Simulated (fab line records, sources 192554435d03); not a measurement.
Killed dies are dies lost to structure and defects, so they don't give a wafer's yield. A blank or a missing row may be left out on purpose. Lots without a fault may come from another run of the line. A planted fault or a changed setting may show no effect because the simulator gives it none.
Chamber matching | flow n5_finfet | N5_FIN_SAQP_SPACER2_ALD_28 on ald_sin-01: 4 sister chambers
The step deposits SiO2, target thk 8.1 nm, pulse time 1 s, purge time 2 s. 8 wafers are shown with their chamber, then 10 later ones without.

WAFERS WITH THEIR CHAMBER
wafer  | chamber | heater_power_w (W) | precursor_pulse_height_rel
L079.6 | 3       | 487                | 1.019
L082.1 | 1       | 435                | 1.009
L082.5 | 2       | 477                | 0.987
L084.1 | 3       | 493                | 1.030
L084.2 | 2       | 469                | 0.981
L084.3 | 0       | 446                | 0.991
L085.1 | 0       | 456                | 1.007
L085.2 | 1       | 451                | 0.982

WAFERS WITHOUT THEIR CHAMBER
wafer  | heater_power_w (W) | precursor_pulse_height_rel
L085.3 | 502                | 0.995
L086.1 | 497                | 1.001
L086.2 | 456                | 1.015
L086.4 | 446                | 1.031
L088.2 | 448                | 1.000
L088.3 | 475                | 0.983
L088.5 | 445                | 1.000
L095.1 | 447                | 0.999
L095.2 | 501                | 0.985
L095.6 | 473                | 0.982

WHICH CHAMBER EACH WENT THROUGH
wafer  | from the rows above          | in truth
L085.3 | can't be placed: 3 or 2      | 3
L086.1 | can't be placed: 3 or 2      | 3
L086.2 | can't be placed: 0 or 1 or 2 | 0
L086.4 | can't be placed: 0 or 1      | 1
L088.2 | can't be placed: 0 or 1      | 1
L088.3 | 2                            | 2
L088.5 | can't be placed: 1 or 0      | 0
L095.1 | can't be placed: 0 or 1      | 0
L095.2 | can't be placed: 3 or 2      | 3
L095.6 | 2                            | 2
Placed correctly: 2 of 10. Can't be placed from these rows: 8 (the true chamber is among the candidates in 8). Placed wrongly: 0.
How it was worked out, from the rows above alone: a wafer's distance from a chamber is the root of the sum, over the readings, of the square of ((its reading less the chamber's mean) divided by the reading's scatter). The wafer belongs to the nearest chamber; if the next one is less than 2 further off, it can't be placed. A chamber's mean is the mean of its shown wafers. The scatter: the root of (the sum of the squares of (reading less its chamber's mean) over the shown wafers, divided by (wafers less chambers)).
